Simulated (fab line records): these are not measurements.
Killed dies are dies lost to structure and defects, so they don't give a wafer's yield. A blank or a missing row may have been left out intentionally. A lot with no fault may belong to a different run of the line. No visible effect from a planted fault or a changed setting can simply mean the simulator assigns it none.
Lot-split experiment ; flow n5-finfet ; route with 1938 steps; 7 lots, 21 wafers read

ABOUT THE SPLIT
At N5_BEOL_M13_ETCH_68 (etches SOC in N2/H2, time 355 s), the setting time-s was moved away from the recipe's 355 s on 8 of the 21 wafers read, by -11.4% to +22.5%. All remaining wafers had this setting at the recipe value.

The reading comes from the split's own step.

THE READING
SiARC_of_BEOL_M13_COAT_66.thk-nm (the simulator's own value, which no gauge read), in nm, at N5_BEOL_M13_ETCH_68 (etches SOC in N2/H2, time 355 s). The file does not state a usual value for it. Across the 13 wafers here that went through the recipe, the average is 77.2 nm and the standard deviation 0.71 nm.

wafer;tool, chamber at the split;time-s as run, s;against the recipe;SiARC_of_BEOL_M13_COAT_66.thk-nm, nm;against lot-mates on the recipe
L074.2;rie-diel-01, 2;355;recipe;77.2;-
L074.4;rie-diel-01, 0;434.6;+22.4%;68.8;-8.4
L074.6;rie-diel-01, 0;434.6;+22.4%;68.6;-8.6
L080.2;rie-diel-01, 1;355;recipe;76.2;-
L080.5;rie-diel-01, 1;314.4;-11.4%;80.2;+4.0
L080.6;rie-diel-01, 0;314.4;-11.4%;80.8;+4.6
L081.1;rie-diel-05, 3;355;recipe;77.6;-
L081.3;rie-diel-05, 0;355;recipe;77.2;-
L081.5;rie-diel-05, 0;401.8;+13.2%;73.2;-4.2
L084.2;rie-diel-05, 2;434.8;+22.5%;69.2;-9.0
L084.3;rie-diel-05, 0;434.8;+22.5%;70.8;-7.4
L084.4;rie-diel-05, 3;355;recipe;78.2;-
L085.1;rie-diel-01, 3;401.4;+13.1%;73.2;-4.5
L085.2;rie-diel-01, 0;355;recipe;77.6;-
L085.3;rie-diel-01, 2;355;recipe;77.8;-
L089.1;rie-diel-05, 3;355;recipe;77.8;-
L089.4;rie-diel-05, 2;355;recipe;76.2;-
L089.6;rie-diel-05, 2;355;recipe;76;-
L094.1;rie-diel-06, 1;355;recipe;77.4;-
L094.2;rie-diel-06, 2;355;recipe;78;-
L094.6;rie-diel-06, 0;355;recipe;76.6;-

THE FIT
A straight line over all 21 wafers: SiARC_of_BEOL_M13_COAT_66.thk-nm changes by -0.335 nm for each +1% of time-s; r = -0.98; the points scatter about the line by 0.76 nm.
The same after taking each lot's own level away (the mean of its wafers on the recipe; 21 wafers): -0.368 nm for each +1%; r = -0.99; scatter 0.52 nm.
The reading moves by 8.3 nm for the largest change in time-s, on that fit.
The span of the lots' own levels, 76.20 to 78.20 nm, comes to 2.8 times the standard deviation stated above.
Hence the lot-to-lot level has little effect on the slope; both slopes agree.
Check: with one of the wafers moved furthest among these (+22.5%) left out of the fit, the line predicts -8.06 nm for it against its lot-mates. Against them it came out at -9 nm.

OTHER SPLITS ON THESE WAFERS
Other splits were also applied to these wafers ahead of the reading. Each is held against what the fit with the lots' levels taken away leaves over:
other split on the same wafers;wafers away from the commonest value;r with SiARC_of_BEOL_M13_COAT_66.thk-nm (lot level and that fit taken away)
N5_BEOL_M10_TRENCH_ETCH_37 time-s;3;+0.24
N5_BEOL_M11_ETCH_66 time-s;5;-0.02
N5_BEOL_M11_TRENCH_ETCH_37 time-s;6;+0.26
N5_BEOL_M11_CURE_72 time-s;11;-0.07

THE FILE'S OWN FIT
SiARC_of_BEOL_M13_COAT_66.thk-nm changes by -0.363 nm for each +1% of time-s, r = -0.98.
